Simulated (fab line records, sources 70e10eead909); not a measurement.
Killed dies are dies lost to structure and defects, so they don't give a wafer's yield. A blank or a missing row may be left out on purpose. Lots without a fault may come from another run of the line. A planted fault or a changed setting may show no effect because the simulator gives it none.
A struck lot beside a sound one | flow nand_harc | 43 steps out of a route of 1302
Sound: wafers L655.2, L655.3, L655.4. Struck: wafers L661.2, L661.3, L661.6. The cause comes at the end.
At each step with rows: each side's tool, then ch and its chambers, then its first start. Under that, the readings that differ: sound wafers | struck wafers | difference of the means | sigmas: that difference in standard deviations of wafers without a fault.
alike: readings whose means differ by less than 2 such deviations, and words and numbers that are the same on both sides. not compared: withheld readings, readings that some wafer has no value for, bounds like >300 that may hide the same value, and numbers for which the record gives no deviation and whose values overlap.
The two part at a step that has a row with sigmas, a row that says differs or no value, or rows on one side only. Numbers that don't overlap but have no deviation are shown without sigmas and don't part them. A reading that every wafer of one side lacks parts them only if that side has two wafers or more.

NHARC_P_M2_PRE_CLEAN_30: time 30 s.
  sound on pvd_sputter-03; struck on pvd_sputter-03
  alike: heater_power_w
then, 5 steps without rows for these wafers: NHARC_P_M2_PVD_20 (deposits TaN, target thk 5 nm, time 8.06 s); NHARC_P_M2_PVD_21 (deposits Cu, target thk 30 nm, time 20.49 s); NHARC_P_M2_ECD_22 (material Cu, target thk 400 nm); NHARC_P_M2_ANNEAL_31 (time 90 s); NHARC_P_M2_CMP_23 (polishes, t overpolish 20 s, target thk 144.3 nm).
NHARC_P_M2_THK_MEAS_24: measures by xrf.
  sound on film_metro-01, day 7 05:44; struck on film_metro-01, day 10 00:43
  alike: thk_nm
then, 1 step without rows for these wafers: NHARC_P_M2_SRD_25.
NHARC_P_M2_INSPECT_27:
  sound on defect_inspect-01, day 7 05:53; struck on defect_inspect-01, day 10 00:52
  alike: raw_defect_count
NHARC_P_M2_PRE_CLEAN_32: time 12 s.
  sound on pecvd-01 ch 0,1,2, day 7 05:58; struck on pecvd-03 ch 0,1,2, day 10 00:59
  alike: heater_power_outer_w, heater_power_w
  not compared: since_wet_clean_h
then, 1 step without rows for these wafers: NHARC_P_M2_DEP_33 (deposits SiCN, target thk 30 nm).
NHARC_P_BONDPAD_DEP_00: deposits SiCN, target thk 250 nm.
  sound on pecvd-01 ch 1,2, day 7 06:26; struck on pecvd-01 ch 0,2, day 10 01:28
  alike: heater_power_outer_w, heater_power_w, showerhead_vpp_V
  not compared: since_wet_clean_h
then, 1 step without rows for these wafers: NHARC_P_BONDPAD_CMP_32 (polishes SiCN, target thk 200 nm).
NHARC_P_BONDPAD_THK_MEAS_33: measures by ellipsometry.
  sound on film_metro-02, day 7 07:05; struck on film_metro-01, day 10 02:08
  alike: thk_nm
then, 10 steps without rows for these wafers: NHARC_P_BONDPAD_SRD_34; NHARC_P_BONDPAD_DEHYDRATE_01 (time 120 s); NHARC_P_BONDPAD_HMDS_02 (time 30 s); NHARC_P_BONDPAD_COAT_36 (time 65 s); NHARC_P_BONDPAD_COAT_03 (resist thk 600 nm); NHARC_P_BONDPAD_SOFTBAKE_04 (time 70 s); NHARC_P_BONDPAD_EBR_05; NHARC_P_BONDPAD_EXPOSE_06 (exposes mask P BPAD); NHARC_P_BONDPAD_PEB_07 (peb time 80 s); NHARC_P_BONDPAD_DEVELOP_08 (time 50 s).
NHARC_P_BONDPAD_CD_MEAS_09: target cd 500 nm.
  sound on cd_sem-02 ch 0, day 7 07:39; struck on cd_sem-02 ch 0, day 10 02:34
  alike: cd_nm
NHARC_P_BONDPAD_OVL_MEAS_38:
  sound on overlay-02, day 7 07:44; struck on overlay-02, day 10 02:39
  alike: overlay_x_nm, overlay_y_nm
then, 1 step without rows for these wafers: NHARC_P_BONDPAD_HARDBAKE_10 (time 65 s).
NHARC_P_BONDPAD_DESCUM_11: chemistry O2, time 3 s.
  sound on rie_diel-04 ch 0,2,3, day 7 07:52; struck on rie_diel-05 ch 0,1, day 10 02:47
  alike: drypump_motor_current_A, oes_product_au, rf_vpp_V, showerhead_plenum_p_Torr, throttle_valve_pct
  not compared: rf_hours_counter_h
NHARC_P_BONDPAD_ETCH_37: etches the open film in N2/H2, target depth 60 nm, overetch 18 nm, time 65.91 s.
  sound on rie_diel-04 ch 0,1,3, day 7 07:56; struck on rie_diel-05 ch 0,1,2, day 10 02:53
  alike: drypump_motor_current_A, oes_product_au, rf_vpp_V, showerhead_plenum_p_Torr, throttle_valve_pct
  not compared: rf_hours_counter_h
then, 1 step without rows for these wafers: NHARC_P_BONDPAD_ETCH_12 (etches the open film in CHF3/O2, target depth 200 nm, time 100 s).
NHARC_P_BONDPAD_CD_MEAS_13:
  sound on cd_sem-01, day 7 08:10; struck on cd_sem-01, day 10 03:08
  alike: cd_nm
then, 9 steps without rows for these wafers: NHARC_P_BONDPAD_STRIP_15 (strips in O2); NHARC_P_BONDPAD_ETCH_24 (etches the open film in CF4/N2, target depth 30 nm, time 72.99 s); NHARC_P_BONDPAD_STRIP_16 (strips in post etch residue remover, time 600 s); NHARC_P_BONDPAD_DEGAS_25 (time 60 s); NHARC_P_BONDPAD_PRE_CLEAN_26 (time 30 s); NHARC_P_BONDPAD_PVD_17 (deposits TaN, target thk 5 nm, time 8.06 s); NHARC_P_BONDPAD_PVD_27 (deposits Cu, target thk 30 nm, time 20.49 s); NHARC_P_BONDPAD_ECD_18 (material Cu, target thk 400 nm); NHARC_P_BONDPAD_ANNEAL_28 (time 90 s).
NHARC_P_BONDPAD_CMP_19: polishes, t overpolish 30 s, cu recess touch 16 s, target thk 160.81 nm.
  sound on cmp-04 ch 0,1,2, day 7 09:55; struck on cmp-02 ch 1,2, day 10 04:50
  alike: motor_current_A, overpolish_run_s
NHARC_P_BONDPAD_ACTIVATE_29: chemistry N2, time 60 s.
  sound on rie_diel-04 ch 0,2,3, day 7 10:32; struck on rie_diel-05 ch 0,1, day 10 08:10
  reading | sound | struck                                                                     | difference                   | sigmas
  hold    | - - - | await_dispo/2.5h/release await_dispo/2.5h/release await_dispo/2.5h/release | no value on the sound wafers |
  alike: drypump_motor_current_A, oes_product_au, rf_vpp_V, showerhead_plenum_p_Torr
  not compared: rf_hours_counter_h
-- the record jumps here: 18 days lie between the struck wafers' starts before and after (it left off in module P_BONDPAD and takes up again in module END, whose first step shown is number 1302 of the route) --
NHARC_END_SORT_01:
  the record has rows for the struck wafers here (prober-02 ch 0, day 28 07:55) and none for the sound ones

WHERE THEY PART
First at NHARC_P_BONDPAD_ACTIVATE_29; last, within this record, at NHARC_END_SORT_01.

WHY: what the simulator had put in
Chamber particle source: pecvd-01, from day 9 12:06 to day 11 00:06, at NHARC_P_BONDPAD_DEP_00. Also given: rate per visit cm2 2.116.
